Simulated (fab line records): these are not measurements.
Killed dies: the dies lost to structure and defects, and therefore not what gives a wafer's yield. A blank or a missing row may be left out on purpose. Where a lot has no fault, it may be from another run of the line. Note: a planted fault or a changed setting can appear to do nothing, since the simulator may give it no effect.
fab line records	flow n5-finfet	part 1 of 2: steps 1 to 24 of 32
record lots=5	wafers=15	last-day=17
route steps=1938 shown BEOL_M13@1699 BEOL_M14@1716
lots that met no fault: from a run of the same line without faults
start-h: the number of hours between the record's first day and the start of the first shown wafer of the lot	wait-h: hours from the lot's prior step to this one	" identical to the entry in the row above	L1.1+2: one row covering several wafers at once	- either no value or no given start	* or withheld: withheld	< > ~ a bound
route shown NAME@n: NAME is a module with steps in the file, n the number in the route of the first one	usual: mean/standard deviation taken from wafers without a fault	same: alike in all rows	chamber/n: place in a boat	sites: per-site readings	_std_site: standard deviation of those values	_edge_site: outer sites' mean less inner sites'	radius-mm: how far each site lies from the wafer's centre	mask NAME#n: copy n	behind: tool/chamber where the wafer was last shaped	hold: reason for holding the lot/hours on hold/outcome of the hold	device: whichever transistor did not switch (one of n, p or np)	end of line: the same wafers' tests at the end of the route	a step with no rows: only its recipe	killed: at the first sort, the dies lost to defects and structure; wafer yield is something else	map: a wafer's dies, x killed, . not, _ none there
set.NAME: the run value of the setting; set.NAME@STEP: its run value at that earlier step	model.NAME: the simulator's own value behind a step, which no gauge read
lots at selected steps of the route; one table per step, one row per wafer
services: the hour from which a tool's chamber was out of use, counted from the record's first day as start-h (under 0 if before that day), plus the number of hours and why
## steps
# step N5_BEOL_M13_STRIP_37
# recipe chemistry=N2/H2	power-w=1000	temp-c=250	h2-frac=0.65	overash-fraction=0.3	pressure-mtorr=withheld	n2-flow-sccm=1750	h2-flow-sccm=3250
# usual drypump-motor-current-A=6.1/0.56	heater-power-w=375/35	oes-product-au=0.786/0.011
lot.wafer	tool	chamber	start-h	wait-h	drypump-motor-current-A	heater-power-w	oes-product-au	rf-hours-counter-h
L081.2	plasma-asher-02	1	267.04	0.0	5.9	321	0.779	122
L081.4	"	1	"	"	5.9	321	0.788	-
L081.5	"	1	"	"	5.9	328	0.789	-
L087.1	plasma-asher-01	0	317.35	0.0	5.1	408	0.780	88
L087.2	"	1	"	"	6.3	388	0.791	88
L087.4	"	0	"	"	5.1	412	0.797	-
L093.1	plasma-asher-02	1	344.93	0.0	5.9	335	0.772	135
L093.5	"	1	"	"	5.9	331	0.775	-
L093.6	"	0	"	"	6.7	412	0.790	-
L095.1	plasma-asher-02	0	352.94	0.0	6.7	408	0.784	136
L095.3	"	1	"	"	5.9	328	0.780	-
L095.4	"	0	"	"	6.7	402	0.807	-
L097.1	plasma-asher-02	1	382.10	0.0	5.9	339	0.772	141
L097.3	"	1	"	"	5.9	330	0.797	-
L097.5	"	1	"	"	5.9	325	0.770	-
# step N5_BEOL_M13_ETCH_38
# recipe chemistry=CF4/N2	target=SiCN	target-depth-a=675	taper-deg=2	time-s=71.9	ion-energy-ev=150	mask-material=SiO2	pressure-mtorr=40	source-w=430	bias-w=70	Ar_flow_sccm=100	cf4-flow-sccm=60	n2-flow-sccm=60
# usual cf4-flow-sccm=60.00/0.16	drypump-motor-current-A=5.5/0.58	oes-product-au=0.81/0.087	rf-vpp-V=382.5/2.4	showerhead-plenum-p-Torr=2.22/0.097	throttle-valve-pct=15.45/0.19
# same time-s=71.9
lot.wafer	tool	chamber	start-h	wait-h	cf4-flow-sccm	drypump-motor-current-A	oes-product-au	rf-hours-counter-h	rf-vpp-V	showerhead-plenum-p-Torr	throttle-valve-pct
L081.2	rie-diel-03	0	272.07	-	60.09	5.9	0.68	216	382.5	2.28	15.49
L081.4	"	2	"	"	59.93	5.3	0.80	-	381.8	2.13	15.52
L081.5	"	0	"	"	59.78	6.0	0.68	-	383.8	2.28	15.50
L087.1	rie-diel-06	0	317.43	-	60.04	6.2	0.98	4	386.7	2.35	15.53
L087.2	"	2	"	"	60.22	4.7	0.93	13	379.7	2.18	15.34
L087.4	"	3	"	"	59.80	4.7	0.80	-	382.4	2.19	15.49
L093.1	rie-diel-02	0	345.40	-	59.90	5.7	0.70	194	377.0	2.04	15.87
L093.5	"	1	"	"	60.03	5.4	0.87	-	380.9	2.16	15.45
L093.6	"	0	"	"	60.19	5.7	0.69	-	377.7	2.04	15.87
L095.1	rie-diel-06	1	355.82	-	59.88	5.4	0.77	154	383.7	2.30	15.45
L095.3	"	3	"	"	60.05	4.7	0.79	144	382.5	2.18	15.52
L095.4	"	0	"	"	60.05	6.2	0.95	17	385.5	2.35	15.56
L097.1	rie-diel-03	0	382.21	-	60.12	5.9	0.66	247	382.7	2.27	15.56
L097.3	"	1	"	"	60.14	5.0	0.79	97	384.2	2.32	15.26
L097.5	"	2	"	"	59.88	5.3	0.76	-	380.5	2.12	15.59
# step N5_BEOL_M13_PRECLEAN_39
# recipe chemistry=residue-remover	time-s=60	temp-c=40
# same time-s=60
lot.wafer	tool	chamber	start-h	wait-h
L081.2+4+5	wet-bench-03	6,2,5	272.20	0.1
L087.1+2+4	wet-bench-05	0,2,7	317.55	0.1
L093.1+5+6	wet-bench-03	1,5,3	345.53	0.1
L095.1+3+4	wet-bench-05	7,1,3	355.95	0.1
L097.1+3+5	wet-bench-01	4,5,7	382.34	0.1
# step N5_BEOL_M13_SRD_40
# recipe time-s=30	temp-c=23	rinse-liquid=diw	dry=n2-spin	spin-rpm=1500	dry-time-s=30
# same dry-time-s=30	time-s=30
lot.wafer	tool	chamber	start-h	wait-h
L081.2+4+5	wet-bench-03	6,2,5	272.22	0.0
L087.1+2+4	wet-bench-05	0,2,7	317.57	0.0
L093.1+5+6	wet-bench-03	1,5,3	345.55	0.0
L095.1+3+4	wet-bench-05	7,1,3	355.97	0.0
L097.1+3+5	wet-bench-01	4,5,7	382.36	0.0
# step N5_BEOL_M13_DEGAS_41
# recipe ambient=vacuum	temp-c=250	time-s=60
# usual heater-power-w=340/33
# same time-s=60
lot.wafer	tool	chamber	start-h	wait-h	heater-power-w
L081.2	pvd-sputter-01	-	272.50	0.3	321
L081.4	"	-	"	"	395
L081.5	"	-	"	"	324
L087.1	pvd-sputter-01	-	317.82	0.2	322
L087.2	"	-	"	"	398
L087.4	"	-	"	"	304
L093.1	pvd-sputter-02	-	346.20	0.6	290
L093.5	"	-	"	"	306
L093.6	"	-	"	"	332
L095.1	pvd-sputter-03	-	356.24	0.2	351
L095.3	"	-	"	"	336
L095.4	"	-	"	"	393
L097.1	pvd-sputter-01	-	383.06	0.7	371
L097.3	"	-	"	"	400
L097.5	"	-	"	"	300
# step N5_BEOL_M13_PRE_CLEAN_42
# recipe gas=H2/He	time-s=30	temp-c=250
# usual heater-power-w=341/33
# same time-s=30
lot.wafer	tool	chamber	start-h	wait-h	heater-power-w
L081.2	pvd-sputter-01	-	272.54	0.0	320
L081.4	"	-	"	"	390
L081.5	"	-	"	"	312
L087.1	pvd-sputter-01	-	317.86	0.0	318
L087.2	"	-	"	"	387
L087.4	"	-	"	"	294
L093.1	pvd-sputter-02	-	346.24	0.0	290
L093.5	"	-	"	"	309
L093.6	"	-	"	"	319
L095.1	pvd-sputter-03	-	356.28	0.0	330
L095.3	"	-	"	"	340
L095.4	"	-	"	"	396
L097.1	pvd-sputter-01	-	383.10	0.0	363
L097.3	"	-	"	"	397
L097.5	"	-	"	"	305
# step N5_BEOL_M13_SPUTTER_43
# recipe material=TaN	target-thk-a=150	temp-c=50	bias-v=168.6	power-w=15000	chamber-pressure-pa=0.12	time-s=24.19
# usual substrate-temp-c=50.01/0.12	throttle-valve-pct=29.7/0.91
# same time-s=24.19
lot.wafer	tool	chamber	start-h	wait-h	substrate-temp-c	throttle-valve-pct
L081.2	pvd-sputter-01	-	272.58	0.0	49.78	32.2
L081.4	"	-	"	"	49.85	29.4
L081.5	"	-	"	"	49.94	32.3
L087.1	pvd-sputter-01	-	317.90	0.0	49.99	32.0
L087.2	"	-	"	"	50.22	29.3
L087.4	"	-	"	"	50.10	29.1
L093.1	pvd-sputter-02	-	346.28	0.0	50.22	30.4
L093.5	"	-	"	"	50.06	30.5
L093.6	"	-	"	"	50.08	28.3
L095.1	pvd-sputter-03	-	356.32	0.0	50.10	30.1
L095.3	"	-	"	"	49.94	28.8
L095.4	"	-	"	"	49.96	30.6
L097.1	pvd-sputter-01	-	383.14	0.0	50.00	28.8
L097.3	"	-	"	"	49.89	29.4
L097.5	"	-	"	"	50.17	29.3
# step N5_BEOL_M13_SPUTTER_44
# recipe material=Ta	target-thk-a=100	temp-c=50	bias-v=80	power-w=15000	chamber-pressure-pa=0.07	time-s=16.13
# usual substrate-temp-c=50.00/0.11	throttle-valve-pct=29.7/0.87
# same time-s=16.13
lot.wafer	tool	chamber	start-h	wait-h	substrate-temp-c	throttle-valve-pct
L081.2	pvd-sputter-01	-	272.66	0.0	50.02	31.6
L081.4	"	-	"	"	50.08	29.5
L081.5	"	-	"	"	49.90	31.8
L087.1	pvd-sputter-01	-	317.98	0.0	50.24	32.3
L087.2	"	-	"	"	49.93	29.7
L087.4	"	-	"	"	49.88	29.3
L093.1	pvd-sputter-02	-	346.36	0.0	49.91	30.1
L093.5	"	-	"	"	50.00	30.4
L093.6	"	-	"	"	50.14	28.4
L095.1	pvd-sputter-03	-	356.40	0.0	49.93	30.2
L095.3	"	-	"	"	50.04	28.6
L095.4	"	-	"	"	49.91	30.4
L097.1	pvd-sputter-01	-	383.22	0.0	50.04	28.4
L097.3	"	-	"	"	49.99	29.3
L097.5	"	-	"	"	49.94	29.5
# step N5_BEOL_M13_SPUTTER_45
# recipe material=Cu	target-thk-a=800	temp-c=-20	bias-v=60	power-w=26000	chamber-pressure-pa=0.13	time-s=13.33
# usual substrate-temp-c=-19.99/0.1	throttle-valve-pct=29.7/0.9
# same time-s=13.33
lot.wafer	tool	chamber	start-h	wait-h	substrate-temp-c	throttle-valve-pct
L081.2	pvd-sputter-01	-	272.74	0.0	-20.08	32.4
L081.4	"	-	"	"	-19.85	29.4
L081.5	"	-	"	"	-20.02	32.2
L087.1	pvd-sputter-01	-	318.06	0.0	-20.05	32.1
L087.2	"	-	"	"	-20.08	29.5
L087.4	"	-	"	"	-20.03	29.3
L093.1	pvd-sputter-02	-	346.44	0.0	-19.90	30.3
L093.5	"	-	"	"	-19.98	30.7
L093.6	"	-	"	"	-20.05	28.1
L095.1	pvd-sputter-03	-	356.48	0.0	-20.06	30.3
L095.3	"	-	"	"	-20.09	28.4
L095.4	"	-	"	"	-20.04	30.5
L097.1	pvd-sputter-01	-	383.30	0.0	-20.10	28.6
L097.3	"	-	"	"	-19.96	29.4
L097.5	"	-	"	"	-19.89	29.4
# step N5_BEOL_M13_ECD_47
# recipe material=Cu	target-thk-a=9360
lot.wafer	tool	chamber	start-h	wait-h
L081.2+4+5	ecd-cu-02	0,1,0	272.85	0.1
L087.1+2+4	ecd-cu-02	1,0,0	318.18	0.1
L093.1+5+6	ecd-cu-02	0,0,1	346.56	0.1
L095.1+3+4	ecd-cu-01	0,1,0	356.60	0.1
L097.1+3+5	ecd-cu-02	1,1,0	383.42	0.1
# step N5_BEOL_M13_ANNEAL_48
# recipe temp-c=225	time-s=90	ambient=N2
# usual wafer_temp_C_max=226.05/0.27
# same time-s=90
lot.wafer	tool	chamber	start-h	wait-h	wafer_temp_C_max
L081.2	rtp-anneal-02	0	273.06	0.2	226.09
L081.4	"	0	"	"	226.82
L081.5	"	0	"	"	226.71
L087.1	rtp-anneal-02	0	318.34	0.1	225.87
L087.2	"	0	"	"	226.10
L087.4	"	0	"	"	226.21
L093.1	rtp-anneal-02	0	346.72	0.1	226.45
L093.5	"	0	"	"	226.64
L093.6	"	0	"	"	226.38
L095.1	rtp-anneal-02	0	359.08	2.4	226.26
L095.3	"	0	"	"	226.21
L095.4	"	0	"	"	226.10
L097.1	rtp-anneal-01	0	383.58	0.1	225.95
L097.3	"	0	"	"	225.68
L097.5	"	0	"	"	226.00
# step N5_BEOL_M13_CMP_49
# recipe stop-on=SiOC	t-overpolish-s=17.1	down-force-psi=1	platen-rpm=50	clearing-platen-down-force-psi=1.5	clearing-platen-rpm=50	post-cmp-clean=cu-alkaline	target-thk-nm=420	clearing-platen-pad-velocity-m-s=0.99484	pad-velocity-m-s=0.99484
# usual barrier-field-endpoint-s=30.6/1	motor-current-A=5.8/0.66	overpolish-run-s=17.101/0.01	retaining-ring-pressure-frac=1.000/0.0051
lot.wafer	tool	chamber	start-h	wait-h	barrier-field-endpoint-s	motor-current-A	overpolish-run-s	retaining-ring-pressure-frac
L081.2	cmp-01	0	273.35	0.2	29.0	6.0	17.120	0.995
L081.4	"	2	"	"	28.8	5.3	17.092	0.996
L081.5	"	3	"	"	30.5	6.2	17.092	1.003
L087.1	cmp-02	2	318.64	0.3	32.3	6.0	17.081	1.001
L087.2	"	3	"	"	31.0	4.6	17.094	0.998
L087.4	"	1	"	"	30.4	6.2	17.110	1.004
L093.1	cmp-04	1	347.07	0.3	31.7	5.2	17.080	1.003
L093.6	"	0	"	"	30.5	6.1	17.103	0.998
L093.5	"	1	"	"	31.7	5.4	17.103	1.004
L095.3	cmp-02	0	359.38	0.2	29.5	5.4	17.102	1.000
L095.4	"	1	"	"	29.9	6.6	17.106	1.001
L095.1	"	2	"	"	30.5	6.3	17.095	1.002
L097.1	cmp-01	2	383.88	0.3	30.2	5.2	17.106	1.000
L097.3	"	0	"	"	28.9	5.7	17.101	1.002
L097.5	"	2	"	"	29.3	5.0	17.094	0.998
# step N5_BEOL_M13_THK_MEAS_50
# recipe thk-meas-gauge=xrf	reads=Cu_of_BEOL_M13_ECD_47
# usual M13_THK=432/7.1
lot.wafer	tool	chamber	start-h	wait-h	M13_THK[nm]
L081.2	film-metro-01	-	273.61	-	419
L081.4	"	-	"	"	423
L081.5	"	-	"	"	442
L087.1	film-metro-02	-	318.94	-	436
L087.2	"	-	"	"	435
L087.4	"	-	"	"	436
L093.1	film-metro-02	-	347.32	-	416
L093.5	"	-	"	"	431
L093.6	"	-	"	"	420
L095.1	film-metro-02	-	359.67	-	437
L095.3	"	-	"	"	424
L095.4	"	-	"	"	431
L097.1	film-metro-02	-	384.17	-	427
L097.3	"	-	"	"	422
L097.5	"	-	"	"	420
# step N5_BEOL_M13_PRE_CLEAN_52
# recipe gas=NH3	time-s=15	temp-c=withheld	rf-power-w=300
# same time-s=15
lot.wafer	tool	chamber	start-h	wait-h
L081.2+4+5	pecvd-04	0,2,0	273.64	0.0
L087.1+2+4	pecvd-02	0,2,0	318.98	0.0
L093.1+5+6	pecvd-04	1,0,2	347.36	0.0
L095.1+3+4	pecvd-03	2,2,0	359.71	0.0
L097.1+3+5	pecvd-04	1,0,2	384.21	0.0
# step N5_BEOL_M13_DEP_53
# recipe material=SiCN	target-thk-a=500	temp-c=withheld	precursor=3MS/NH3	pressure-torr=3	rf-w=675	time-s=17.8
# usual showerhead-plenum-p-Torr=4.155/0.02	throttle-valve-pct=18.4/0.67
# same time-s=17.8
lot.wafer	tool	chamber	start-h	wait-h	showerhead-plenum-p-Torr	throttle-valve-pct
L081.2	pecvd-04	0	273.67	0.0	4.143	18.9
L081.4	"	2	"	"	4.133	18.5
L081.5	"	0	"	"	4.149	18.7
L087.1	pecvd-02	0	319.00	0.0	4.183	18.9
L087.2	"	2	"	"	4.134	16.8
L087.4	"	0	"	"	4.174	18.4
L093.1	pecvd-04	1	347.39	0.0	4.173	17.7
L093.5	"	0	"	"	4.157	18.4
L093.6	"	2	"	"	4.148	19.0
L095.1	pecvd-03	2	359.75	0.0	4.152	18.2
L095.3	"	2	"	"	4.169	18.2
L095.4	"	0	"	"	4.190	19.6
L097.1	pecvd-04	1	384.23	0.0	4.180	18.0
L097.3	"	0	"	"	4.157	18.9
L097.5	"	2	"	"	4.140	18.9
# step N5_BEOL_M13_RS_MEAS_54
# recipe thk-meas-gauge=four-point-probe	reads=Cu_of_BEOL_M13_ECD_47+Ta_of_BEOL_M13_SPUTTER_44+TaN_of_BEOL_M13_SPUTTER_43
# usual M13_RS=0.0449/0.00069
lot.wafer	tool	chamber	start-h	wait-h	M13_RS[ohm/sq]
L081.2	film-metro-01	-	273.74	0.1	0.0466
L081.4	"	-	"	"	0.0461
L081.5	"	-	"	"	0.0444
L087.1	film-metro-01	-	319.07	0.0	0.0445
L087.2	"	-	"	"	0.0445
L087.4	"	-	"	"	0.0446
L093.1	film-metro-02	-	347.45	0.0	0.0467
L093.5	"	-	"	"	0.0452
L093.6	"	-	"	"	0.0465
L095.1	film-metro-01	-	359.83	0.1	0.0446
L095.3	"	-	"	"	0.0461
L095.4	"	-	"	"	0.0450
L097.1	film-metro-01	-	384.30	0.0	0.0450
L097.3	"	-	"	"	0.0457
L097.5	"	-	"	"	0.0460
# step N5_BEOL_M13_INSPECT_55
# recipe inspect-instrument=darkfield	mode=post-dep
# usual raw-defect-count=72/24
lot.wafer	tool	chamber	start-h	wait-h	raw-defect-count
L081.2	defect-inspect-02	-	273.76	0.0	44
L081.4	"	-	"	"	76
L081.5	"	-	"	"	48
L087.1	defect-inspect-01	-	319.09	0.0	47
L087.2	"	-	"	"	115
L087.4	"	-	"	"	101
L093.1	defect-inspect-01	-	347.48	0.0	38
L093.5	"	-	"	"	28
L093.6	"	-	"	"	51
L095.1	defect-inspect-02	-	359.85	0.0	112
L095.3	"	-	"	"	126
L095.4	"	-	"	"	132
L097.1	defect-inspect-02	-	384.33	0.0	115
L097.3	"	-	"	"	75
L097.5	"	-	"	"	124
# step N5_BEOL_M14_ILD_DEP_00
# recipe material=SiO2	target-thk-a=11193	temp-c=400	precursor=TEOS/O2	pressure-torr=6.5	rf-w=900	teos-flow-sccm=161.4	gas=O2	flow-sccm=2650	time-s=237.4
# usual heater-power-w=538/93	showerhead-plenum-p-Torr=8.340/0.027	throttle-valve-pct=19.1/0.68
# same time-s=237.4
lot.wafer	tool	chamber	start-h	wait-h	heater-power-w	showerhead-plenum-p-Torr	throttle-valve-pct
L081.2	pecvd-02	0	273.80	0.0	665	8.383	19.5
L081.4	"	0	"	"	695	8.362	19.3
L081.5	"	1	"	"	483	8.324	18.7
L087.1	pecvd-04	1	319.13	0.0	643	8.361	18.4
L087.2	"	2	"	"	603	8.320	19.3
L087.4	"	1	"	"	695	8.358	18.6
L093.1	pecvd-01	0	347.52	0.0	512	8.349	19.7
L093.5	"	2	"	"	389	8.364	18.6
L093.6	"	1	"	"	557	8.324	19.2
L095.1	pecvd-01	2	359.89	0.0	517	8.333	18.6
L095.3	"	1	"	"	645	8.348	19.5
L095.4	"	2	"	"	554	8.336	18.6
L097.1	pecvd-02	1	384.36	0.0	498	8.300	19.2
L097.3	"	2	"	"	590	8.310	17.5
L097.5	"	2	"	"	453	8.325	17.6
# step N5_BEOL_M14_THK_MEAS_01
# recipe reads=SiO2_of_BEOL_M14_ILD_DEP_00
# usual M14_ILD_THK=1119/16
lot.wafer	tool	chamber	start-h	wait-h	M14_ILD_THK[nm]
L081.2	film-metro-02	-	273.99	0.1	1095
L081.4	"	-	"	"	1124
L081.5	"	-	"	"	1120
L087.1	film-metro-02	-	319.32	0.1	1114
L087.2	"	-	"	"	1108
L087.4	"	-	"	"	1115
L093.1	film-metro-02	-	347.71	0.1	1092
L093.5	"	-	"	"	1147
L093.6	"	-	"	"	1122
L095.1	film-metro-01	-	360.08	0.1	1109
L095.3	"	-	"	"	1110
L095.4	"	-	"	"	1148
L097.1	film-metro-02	-	384.55	0.1	1122
L097.3	"	-	"	"	1123
L097.5	"	-	"	"	1129
# step N5_BEOL_M14_COAT_58
# recipe resist=BARC	temp-c=205	time-s=60	spin-rpm=1500	resist-thk-nm=89
# usual exhaust-pa=45.2/1
# same time-s=60
lot.wafer	tool	chamber	start-h	wait-h	exhaust-pa
L081.2	litho-track-03	0	274.02	0.0	44.5
L081.4	"	0	"	"	45.9
L081.5	"	0	"	"	44.9
L087.1	litho-track-02	0	319.35	0.0	46.1
L087.2	"	0	"	"	46.4
L087.4	"	0	"	"	46.4
L093.1	litho-track-04	0	347.74	0.0	44.8
L093.5	"	0	"	"	45.7
L093.6	"	0	"	"	44.9
L095.1	litho-track-02	0	360.11	0.0	45.5
L095.3	"	0	"	"	45.0
L095.4	"	0	"	"	46.5
L097.1	litho-track-04	0	384.59	0.0	45.5
L097.3	"	0	"	"	45.3
L097.5	"	0	"	"	45.6
# step N5_BEOL_M14_COAT_04
# recipe spin-rpm=1704	resist-thk-nm=800
# usual exhaust-pa=45.1/0.89
lot.wafer	tool	chamber	start-h	wait-h	exhaust-pa
L081.2	litho-track-03	0	-	-	44.6
L081.4	"	0	"	"	44.8
L081.5	"	0	"	"	43.8
L087.1	litho-track-02	0	-	-	43.7
L087.2	"	0	"	"	43.5
L087.4	"	0	"	"	45.1
L093.1	litho-track-04	0	-	-	45.4
L093.5	"	0	"	"	45.4
L093.6	"	0	"	"	44.6
L095.1	litho-track-02	0	-	-	45.2
L095.3	"	0	"	"	44.7
L095.4	"	0	"	"	45.1
L097.1	litho-track-04	0	-	-	44.8
L097.3	"	0	"	"	44.8
L097.5	"	0	"	"	45.0
# step N5_BEOL_M14_EBR_06
# recipe solvent=PGMEA	ebr-width-mm=1.5
# usual exhaust-pa=45.2/0.99
lot.wafer	tool	chamber	start-h	wait-h	exhaust-pa
L081.2	litho-track-03	0	-	-	44.7
L081.4	"	0	"	"	45.6
L081.5	"	0	"	"	45.0
L087.1	litho-track-02	0	-	-	43.8
L087.2	"	0	"	"	44.3
L087.4	"	0	"	"	44.0
L093.1	litho-track-04	0	-	-	45.7
L093.5	"	0	"	"	44.5
L093.6	"	0	"	"	45.6
L095.1	litho-track-02	0	-	-	44.8
L095.3	"	0	"	"	43.8
L095.4	"	0	"	"	44.3
L097.1	litho-track-04	0	-	-	44.8
L097.3	"	0	"	"	45.0
L097.5	"	0	"	"	44.5
# step N5_BEOL_M14_SOFTBAKE_05
# recipe temp-c=130	time-s=60
# usual exhaust-pa=45.0/0.85
# same time-s=60
lot.wafer	tool	chamber	start-h	wait-h	exhaust-pa
L081.2	litho-track-03	0	-	-	45.1
L081.4	"	0	"	"	45.4
L081.5	"	0	"	"	43.9
L087.1	litho-track-02	0	-	-	44.2
L087.2	"	0	"	"	45.3
L087.4	"	0	"	"	44.6
L093.1	litho-track-04	0	-	-	44.0
L093.5	"	0	"	"	46.5
L093.6	"	0	"	"	43.8
L095.1	litho-track-02	0	-	-	44.4
L095.3	"	0	"	"	45.5
L095.4	"	0	"	"	45.0
L097.1	litho-track-04	0	-	-	45.4
L097.3	"	0	"	"	45.0
L097.5	"	0	"	"	45.0
# step N5_BEOL_M14_EXPOSE_07
# recipe mask-id=V13	na=0.8	source-shape=annular	sigma-inner=0.5	sigma-outer=0.8	polarization=unpolarized	attpsm-phase-deg=180	dose-mj=57
lot.wafer	tool	chamber	start-h	wait-h	mask
L081.2+4+5	krf-scanner-02	0	274.13	-	V13#0
L087.1+2+4	krf-scanner-01	0	319.58	-	V13#0
L093.1+5+6	krf-scanner-02	0	347.96	-	V13#0
L095.1+3+4	krf-scanner-02	0	360.34	-	V13#0
L097.1+3+5	krf-scanner-02	0	384.81	-	V13#0
